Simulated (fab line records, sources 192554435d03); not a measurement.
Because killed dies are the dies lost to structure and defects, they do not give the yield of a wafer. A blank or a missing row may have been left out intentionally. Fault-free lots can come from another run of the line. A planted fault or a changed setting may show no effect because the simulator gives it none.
Chamber matching / flow n5-finfet / 4 sister chambers for N5_DUMMY_GATE_STRIP_41 on rie-diel-02
The step strips in O2. 27 wafers are shown with their chamber, then 12 later ones without.

== WAFERS WITH THEIR CHAMBER ==
wafer=L074.2; chamber=1; drypump-motor-current-A (A)=6.4; oes-product-au (a.u.)=0.76; showerhead-plenum-p-Torr (Torr)=2.11
wafer=L074.4; chamber=2; drypump-motor-current-A (A)=6.3; oes-product-au (a.u.)=0.68; showerhead-plenum-p-Torr (Torr)=2.17
wafer=L074.6; chamber=3; drypump-motor-current-A (A)=5.5; oes-product-au (a.u.)=0.70; showerhead-plenum-p-Torr (Torr)=1.99
wafer=L078.1; chamber=1; drypump-motor-current-A (A)=6.4; oes-product-au (a.u.)=0.75; showerhead-plenum-p-Torr (Torr)=2.10
wafer=L078.2; chamber=3; drypump-motor-current-A (A)=5.5; oes-product-au (a.u.)=0.69; showerhead-plenum-p-Torr (Torr)=1.99
wafer=L078.3; chamber=0; drypump-motor-current-A (A)=6.3; oes-product-au (a.u.)=0.74; showerhead-plenum-p-Torr (Torr)=2.09
wafer=L078.4; chamber=0; drypump-motor-current-A (A)=6.3; oes-product-au (a.u.)=0.74; showerhead-plenum-p-Torr (Torr)=2.09
wafer=L078.5; chamber=1; drypump-motor-current-A (A)=6.4; oes-product-au (a.u.)=0.75; showerhead-plenum-p-Torr (Torr)=2.10
wafer=L078.6; chamber=3; drypump-motor-current-A (A)=5.5; oes-product-au (a.u.)=0.70; showerhead-plenum-p-Torr (Torr)=1.99
wafer=L079.1; chamber=2; drypump-motor-current-A (A)=6.3; oes-product-au (a.u.)=0.98; showerhead-plenum-p-Torr (Torr)=2.17
wafer=L079.2; chamber=0; drypump-motor-current-A (A)=6.3; oes-product-au (a.u.)=0.74; showerhead-plenum-p-Torr (Torr)=2.09
wafer=L079.3; chamber=3; drypump-motor-current-A (A)=5.5; oes-product-au (a.u.)=0.69; showerhead-plenum-p-Torr (Torr)=1.99
wafer=L079.4; chamber=1; drypump-motor-current-A (A)=6.4; oes-product-au (a.u.)=0.75; showerhead-plenum-p-Torr (Torr)=2.10
wafer=L079.5; chamber=3; drypump-motor-current-A (A)=5.5; oes-product-au (a.u.)=0.69; showerhead-plenum-p-Torr (Torr)=1.98
wafer=L079.6; chamber=2; drypump-motor-current-A (A)=6.4; oes-product-au (a.u.)=0.98; showerhead-plenum-p-Torr (Torr)=2.17
wafer=L081.3; chamber=1; drypump-motor-current-A (A)=6.4; oes-product-au (a.u.)=0.75; showerhead-plenum-p-Torr (Torr)=2.10
wafer=L081.5; chamber=1; drypump-motor-current-A (A)=6.4; oes-product-au (a.u.)=0.75; showerhead-plenum-p-Torr (Torr)=2.10
wafer=L081.6; chamber=2; drypump-motor-current-A (A)=6.4; oes-product-au (a.u.)=0.94; showerhead-plenum-p-Torr (Torr)=2.17
wafer=L082.1; chamber=1; drypump-motor-current-A (A)=6.4; oes-product-au (a.u.)=0.75; showerhead-plenum-p-Torr (Torr)=2.10
wafer=L082.3; chamber=2; drypump-motor-current-A (A)=6.3; oes-product-au (a.u.)=0.94; showerhead-plenum-p-Torr (Torr)=2.17
wafer=L082.5; chamber=2; drypump-motor-current-A (A)=6.3; oes-product-au (a.u.)=0.94; showerhead-plenum-p-Torr (Torr)=2.17
wafer=L086.1; chamber=0; drypump-motor-current-A (A)=6.3; oes-product-au (a.u.)=0.74; showerhead-plenum-p-Torr (Torr)=2.09
wafer=L086.5; chamber=0; drypump-motor-current-A (A)=6.3; oes-product-au (a.u.)=0.73; showerhead-plenum-p-Torr (Torr)=2.09
wafer=L086.6; chamber=3; drypump-motor-current-A (A)=5.5; oes-product-au (a.u.)=0.96; showerhead-plenum-p-Torr (Torr)=2.25
wafer=L088.1; chamber=0; drypump-motor-current-A (A)=6.3; oes-product-au (a.u.)=0.73; showerhead-plenum-p-Torr (Torr)=2.09
wafer=L088.2; chamber=2; drypump-motor-current-A (A)=6.3; oes-product-au (a.u.)=0.91; showerhead-plenum-p-Torr (Torr)=2.16
wafer=L088.4; chamber=3; drypump-motor-current-A (A)=5.5; oes-product-au (a.u.)=0.94; showerhead-plenum-p-Torr (Torr)=2.25

SIGNATURES (means of the wafers above)
reading=drypump-motor-current-A; chamber 0=6.300; chamber 1=6.400; chamber 2=6.329; chamber 3=5.500; scatter within a chamber=0.0249
reading=oes-product-au; chamber 0=0.7367; chamber 1=0.7514; chamber 2=0.9100; chamber 3=0.7671; scatter within a chamber=0.0833
reading=showerhead-plenum-p-Torr; chamber 0=2.0900; chamber 1=2.1014; chamber 2=2.1686; chamber 3=2.0629; scatter within a chamber=0.0654
Rule: for each reading, subtract the chamber's mean from the wafer's reading, divide by that reading's scatter and square the result; add these up over the readings and take the root, which gives the wafer's distance from the chamber. If the next closest chamber is less than 2 further off than the closest, the wafer can't be placed; otherwise it belongs to the closest. The scatter is the square root of a quotient: the sum, over the shown wafers, of each reading's squared deviation from its chamber's mean, divided by wafers minus chambers.

== WAFERS WHOSE CHAMBER IS MISSING ==
wafer=L094.1; drypump-motor-current-A (A)=6.4; oes-product-au (a.u.)=0.86; showerhead-plenum-p-Torr (Torr)=2.16
wafer=L094.4; drypump-motor-current-A (A)=6.4; oes-product-au (a.u.)=0.86; showerhead-plenum-p-Torr (Torr)=2.16
wafer=L094.5; drypump-motor-current-A (A)=5.5; oes-product-au (a.u.)=0.90; showerhead-plenum-p-Torr (Torr)=2.24
wafer=L095.1; drypump-motor-current-A (A)=6.3; oes-product-au (a.u.)=0.71; showerhead-plenum-p-Torr (Torr)=2.08
wafer=L095.2; drypump-motor-current-A (A)=5.5; oes-product-au (a.u.)=0.89; showerhead-plenum-p-Torr (Torr)=2.24
wafer=L095.3; drypump-motor-current-A (A)=6.4; oes-product-au (a.u.)=0.87; showerhead-plenum-p-Torr (Torr)=2.16
wafer=L095.4; drypump-motor-current-A (A)=6.4; oes-product-au (a.u.)=0.88; showerhead-plenum-p-Torr (Torr)=2.16
wafer=L095.5; drypump-motor-current-A (A)=6.3; oes-product-au (a.u.)=0.72; showerhead-plenum-p-Torr (Torr)=2.08
wafer=L095.6; drypump-motor-current-A (A)=5.5; oes-product-au (a.u.)=0.90; showerhead-plenum-p-Torr (Torr)=2.24
wafer=L097.4; drypump-motor-current-A (A)=6.4; oes-product-au (a.u.)=0.86; showerhead-plenum-p-Torr (Torr)=2.16
wafer=L097.5; drypump-motor-current-A (A)=6.3; oes-product-au (a.u.)=0.72; showerhead-plenum-p-Torr (Torr)=2.08
wafer=L097.6; drypump-motor-current-A (A)=6.4; oes-product-au (a.u.)=0.73; showerhead-plenum-p-Torr (Torr)=2.09

== WHICH CHAMBER EACH WENT THROUGH ==
wafer=L094.1; from the rows above=can't be placed: 1 or 2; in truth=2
wafer=L094.4; from the rows above=can't be placed: 1 or 2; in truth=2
wafer=L094.5; from the rows above=3; in truth=3
wafer=L095.1; from the rows above=0; in truth=0
wafer=L095.2; from the rows above=3; in truth=3
wafer=L095.3; from the rows above=can't be placed: 1 or 2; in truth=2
wafer=L095.4; from the rows above=can't be placed: 1 or 2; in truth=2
wafer=L095.5; from the rows above=0; in truth=0
wafer=L095.6; from the rows above=3; in truth=3
wafer=L097.4; from the rows above=can't be placed: 1 or 2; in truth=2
wafer=L097.5; from the rows above=0; in truth=0
wafer=L097.6; from the rows above=1; in truth=1
Correct placement for 7 of the 12. From these rows, 5 cannot be placed; in 5 the true chamber is one of the candidates. Wrongly placed: 0.
